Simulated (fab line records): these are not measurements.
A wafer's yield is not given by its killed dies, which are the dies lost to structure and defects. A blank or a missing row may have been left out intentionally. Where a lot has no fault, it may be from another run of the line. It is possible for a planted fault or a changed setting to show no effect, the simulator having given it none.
fab line records | flow nand-harc
record lots=6 | wafers=18 | last-day=25
route steps=1159 shown A_SOURCE_PLATE@423 A_ONON_D1@424
lots that met no fault: from a run of the same line without faults
start-h: hours from the record's opening day to when the first of the lot's shown wafers began | wait-h: time in hours since the lot's previous step | " identical to the entry in the row above | L1.1+2: several wafers, shown together as one row | - either no value or no given start | * or withheld: withheld | < > ~ a bound
route shown NAME@n: names a module that has steps shown in the file, with the first one's number in the route | usual: the fault-free wafers' mean and standard deviation | same: alike in all rows | chamber/n: place in a boat | sites: readings site by site | _std_site: standard deviation across them | _edge_site: outer sites' mean less inner sites' | radius-mm: how far each site lies from the wafer's centre | mask NAME#n: copy n | behind: the last tool/chamber to shape the wafer | hold: cause of the lot's hold/its duration in hours/its outcome | device: whichever transistor did not switch (one of n, p or np) | end of line: tests of these same wafers at the route's end | where a step has no rows: the recipe by itself | killed: not the wafer's yield, but the dies lost to structure and defects at the first sort | map: shows each die of a wafer: x if killed, . if not, _ if none is there
set.NAME: the setting that was run; set.NAME@STEP: the one run at that earlier step | model.NAME: the simulator's own value behind a step, which no gauge read
a table for each step, a row for each wafer; lots at some steps of the route
services: a tool's chamber out of use, with start hour (start-h, from the record's first day; less than 0 if before it), hours out, and reason
## steps
# step NHARC_A_SOURCE_PLATE_INSPECT_08
# usual raw-defect-count=59/23
lot.wafer | tool              | chamber | start-h | wait-h | raw-defect-count
L436.1    | defect-inspect-01 | -       | 161.82  | 0.0    | 97
L436.2    | "                 | -       | "       | "      | 63
L436.6    | "                 | -       | "       | "      | 89
L441.2    | defect-inspect-01 | -       | 173.71  | 0.0    | 55
L441.3    | "                 | -       | "       | "      | 46
L441.6    | "                 | -       | "       | "      | 99
L456.2    | defect-inspect-02 | -       | 276.46  | 0.0    | 47
L456.4    | "                 | -       | "       | "      | 72
L456.5    | "                 | -       | "       | "      | 30
L459.3    | defect-inspect-02 | -       | 291.07  | 0.0    | 54
L459.4    | "                 | -       | "       | "      | 42
L459.5    | "                 | -       | "       | "      | 48
L457.2    | defect-inspect-01 | -       | 291.08  | 0.0    | 96
L457.4    | "                 | -       | "       | "      | 81
L457.6    | "                 | -       | "       | "      | 60
L458.1    | defect-inspect-01 | -       | 301.00  | 0.0    | 48
L458.3    | "                 | -       | "       | "      | 51
L458.6    | "                 | -       | "       | "      | 46
# step NHARC_A_ONON_D1_DEP_00
# recipe target-thk-a=10000 | n2-flow-sccm=2750 | n2o-flow-sccm=2000 | nh3-flow-sccm=500 | sih4-flow-sccm=210 | temp-c=400
# step NHARC_A_ONON_D1_THK_MEAS_02
# recipe thk-meas-gauge=ellipsometry
# usual thk-nm=999/8.4
lot.wafer | tool          | chamber | start-h | wait-h | thk-nm
L436.1    | film-metro-01 | -       | 162.40  | -      | 987
L436.2    | "             | -       | "       | "      | 987
L436.6    | "             | -       | "       | "      | 987
L441.2    | film-metro-01 | -       | 174.29  | -      | 1003
L441.3    | "             | -       | "       | "      | 1002
L441.6    | "             | -       | "       | "      | 1000
L456.2    | film-metro-01 | -       | 277.03  | -      | 1005
L456.4    | "             | -       | "       | "      | 1006
L456.5    | "             | -       | "       | "      | 1005
L459.3    | film-metro-01 | -       | 291.65  | -      | 996
L459.4    | "             | -       | "       | "      | 996
L459.5    | "             | -       | "       | "      | 996
L457.2    | film-metro-02 | -       | 291.65  | -      | 997
L457.4    | "             | -       | "       | "      | 999
L457.6    | "             | -       | "       | "      | 1000
L458.1    | film-metro-01 | -       | 301.58  | -      | 981
L458.3    | "             | -       | "       | "      | 981
L458.6    | "             | -       | "       | "      | 984
# step NHARC_A_ONON_D1_DEP_03
# recipe target-thk-a=10000 | n2-flow-sccm=2750 | n2o-flow-sccm=2000 | nh3-flow-sccm=500 | sih4-flow-sccm=210 | temp-c=400
# step NHARC_A_ONON_D1_THK_MEAS_05
# recipe thk-meas-gauge=ellipsometry
# usual thk-nm=1001/13
lot.wafer | tool          | chamber | start-h | wait-h | thk-nm
L436.1    | film-metro-01 | -       | 162.97  | -      | 992
L436.2    | "             | -       | "       | "      | 992
L436.6    | "             | -       | "       | "      | 993
L441.2    | film-metro-02 | -       | 174.86  | -      | 992
L441.3    | "             | -       | "       | "      | 991
L441.6    | "             | -       | "       | "      | 990
L456.2    | film-metro-01 | -       | 277.59  | -      | 1006
L456.4    | "             | -       | "       | "      | 1004
L456.5    | "             | -       | "       | "      | 1005
L459.3    | film-metro-01 | -       | 292.21  | -      | 981
L459.4    | "             | -       | "       | "      | 982
L459.5    | "             | -       | "       | "      | 981
L457.2    | film-metro-02 | -       | 292.22  | -      | 1004
L457.4    | "             | -       | "       | "      | 1004
L457.6    | "             | -       | "       | "      | 1005
L458.1    | film-metro-02 | -       | 302.99  | -      | 1006
L458.3    | "             | -       | "       | "      | 1006
L458.6    | "             | -       | "       | "      | 1007
# step NHARC_A_ONON_D1_DEP_06
# recipe target-thk-a=10000 | n2-flow-sccm=2750 | n2o-flow-sccm=2000 | nh3-flow-sccm=500 | sih4-flow-sccm=210 | temp-c=400
# step NHARC_A_ONON_D1_THK_MEAS_08
# recipe thk-meas-gauge=ellipsometry
# usual thk-nm=999/7.9
lot.wafer | tool          | chamber | start-h | wait-h | thk-nm
L436.1    | film-metro-01 | -       | 163.54  | -      | 1007
L436.2    | "             | -       | "       | "      | 1005
L436.6    | "             | -       | "       | "      | 1004
L441.2    | film-metro-01 | -       | 175.43  | -      | 996
L441.3    | "             | -       | "       | "      | 998
L441.6    | "             | -       | "       | "      | 997
L456.2    | film-metro-02 | -       | 278.16  | -      | 1006
L456.4    | "             | -       | "       | "      | 1008
L456.5    | "             | -       | "       | "      | 1010
L459.3    | film-metro-02 | -       | 292.78  | -      | 979
L459.4    | "             | -       | "       | "      | 979
L459.5    | "             | -       | "       | "      | 980
L457.2    | film-metro-01 | -       | 292.78  | -      | 1009
L457.4    | "             | -       | "       | "      | 1009
L457.6    | "             | -       | "       | "      | 1007
L458.1    | film-metro-02 | -       | 304.03  | -      | 1002
L458.3    | "             | -       | "       | "      | 1004
L458.6    | "             | -       | "       | "      | 1002
# step NHARC_A_ONON_D1_DEP_09
# recipe target-thk-a=10000 | n2-flow-sccm=2750 | n2o-flow-sccm=2000 | nh3-flow-sccm=500 | sih4-flow-sccm=210 | temp-c=400
# step NHARC_A_ONON_D1_THK_MEAS_11
# recipe thk-meas-gauge=ellipsometry
# usual thk-nm=999/7.9
lot.wafer | tool          | chamber | start-h | wait-h | thk-nm
L436.1    | film-metro-01 | -       | 164.10  | -      | 992
L436.2    | "             | -       | "       | "      | 991
L436.6    | "             | -       | "       | "      | 990
L441.2    | film-metro-02 | -       | 176.00  | -      | 985
L441.3    | "             | -       | "       | "      | 983
L441.6    | "             | -       | "       | "      | 985
L456.2    | film-metro-01 | -       | 278.73  | -      | 1007
L456.4    | "             | -       | "       | "      | 1008
L456.5    | "             | -       | "       | "      | 1005
L459.3    | film-metro-01 | -       | 293.35  | -      | 1002
L459.4    | "             | -       | "       | "      | 1000
L459.5    | "             | -       | "       | "      | 1001
L457.2    | film-metro-02 | -       | 293.36  | -      | 984
L457.4    | "             | -       | "       | "      | 984
L457.6    | "             | -       | "       | "      | 982
L458.1    | film-metro-02 | -       | 304.74  | -      | 999
L458.3    | "             | -       | "       | "      | 999
L458.6    | "             | -       | "       | "      | 999
# step NHARC_A_ONON_D1_DEP_12
# recipe target-thk-a=10000 | n2-flow-sccm=2750 | n2o-flow-sccm=2000 | nh3-flow-sccm=500 | sih4-flow-sccm=210 | temp-c=400
# step NHARC_A_ONON_D1_THK_MEAS_14
# recipe thk-meas-gauge=ellipsometry
# usual thk-nm=995/12
lot.wafer | tool          | chamber | start-h | wait-h | thk-nm
L436.1    | film-metro-01 | -       | 164.68  | -      | 983
L436.2    | "             | -       | "       | "      | 984
L436.6    | "             | -       | "       | "      | 985
L441.2    | film-metro-01 | -       | 176.57  | -      | 983
L441.3    | "             | -       | "       | "      | 979
L441.6    | "             | -       | "       | "      | 982
L456.2    | film-metro-02 | -       | 279.30  | -      | 1001
L456.4    | "             | -       | "       | "      | 1002
L456.5    | "             | -       | "       | "      | 1001
L459.3    | film-metro-02 | -       | 293.91  | -      | 1002
L459.4    | "             | -       | "       | "      | 999
L459.5    | "             | -       | "       | "      | 1001
L457.2    | film-metro-01 | -       | 294.05  | -      | 1019
L457.4    | "             | -       | "       | "      | 1017
L457.6    | "             | -       | "       | "      | 1017
L458.1    | film-metro-02 | -       | 305.44  | -      | 979
L458.3    | "             | -       | "       | "      | 977
L458.6    | "             | -       | "       | "      | 978
# step NHARC_A_ONON_D1_ANNEAL_15
# recipe temp-c=750 | time-s=3600
# usual run-length-s=3628/4.9 | spike-tc-bottom-C=765.9/2 | tube_center_temp_C_max=751.9/0.31
lot.wafer | tool       | chamber | start-h | wait-h | run-length-s | spike-tc-bottom-C | tube_center_temp_C_max
L436.1    | furnace-02 | 0       | 168.34  | 3.7    | 3637         | 763.6             | 751.8
L436.2    | "          | 0       | "       | "      | 3637         | 764.3             | 751.9
L436.6    | "          | 0       | "       | "      | 3637         | 765.4             | 752.2
L441.2    | furnace-02 | 0       | 182.10  | 5.5    | 3625         | 764.4             | 751.8
L441.3    | "          | 0       | "       | "      | 3625         | 763.1             | 752.2
L441.6    | "          | 0       | "       | "      | 3625         | 764.8             | 752.1
L456.2    | furnace-06 | -       | 283.32  | 4.0    | -            | -                 | -
L456.4    | "          | -       | "       | "      | -            | -                 | -
L456.5    | "          | -       | "       | "      | -            | -                 | -
L457.2    | furnace-06 | -       | 297.22  | 3.2    | -            | -                 | -
L457.4    | "          | -       | "       | "      | -            | -                 | -
L457.6    | "          | -       | "       | "      | -            | -                 | -
L459.3    | furnace-06 | 0       | 297.22  | 3.3    | 3632         | 768.9             | 752.0
L459.4    | "          | 0       | "       | "      | 3632         | 766.4             | 751.7
L459.5    | "          | 0       | "       | "      | 3632         | 766.5             | 751.4
L458.1    | furnace-06 | 0       | 309.32  | 3.9    | 3626         | 767.4             | 751.8
L458.3    | "          | 0       | "       | "      | 3626         | 766.1             | 752.2
L458.6    | "          | 0       | "       | "      | 3626         | 765.9             | 752.4
## services
tool       | chamber | start-h | hours | kind
furnace-06 | -       | 201.13  | 26.0  | pm
## key
first-sign step=NHARC_A_ONON_D1_ANNEAL_15 | reading=tool-record | direction=missing
effect none on later readings
met-at NHARC_A_ONON_D1_ANNEAL_15
struck-wafers L456.2,L456.4,L456.5,L457.2,L457.4,L457.6
later-rows-left-out L456.2,L456.4,L456.5,L457.2,L457.4,L457.6
sort-left-out L456.2,L456.4,L456.5,L457.2,L457.4,L457.6
tester-left-out L456,L457
fault kind=skipped-step-whole | tool=furnace-06 | chamber=- | onset-h=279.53 | steps=NHARC_A_ONON_D1_ANNEAL_15 | scope=struck-lots-only
# tester-left-out: of these lots the tester's yield and bins aren't shown, on N5 and GAA mostly nor the transistor test; their killed dies are dies lost to structure and defects alone, not to doping, threshold or leakage, so they don't give the yield
# sort-left-out: the simulated sort isn't trusted on such a fault, so these wafers' sort isn't shown, and their yield isn't known
# later-rows-left-out: the simulator's readings of these wafers behind a module that went badly wrong aren't trusted and aren't shown, but for the sort
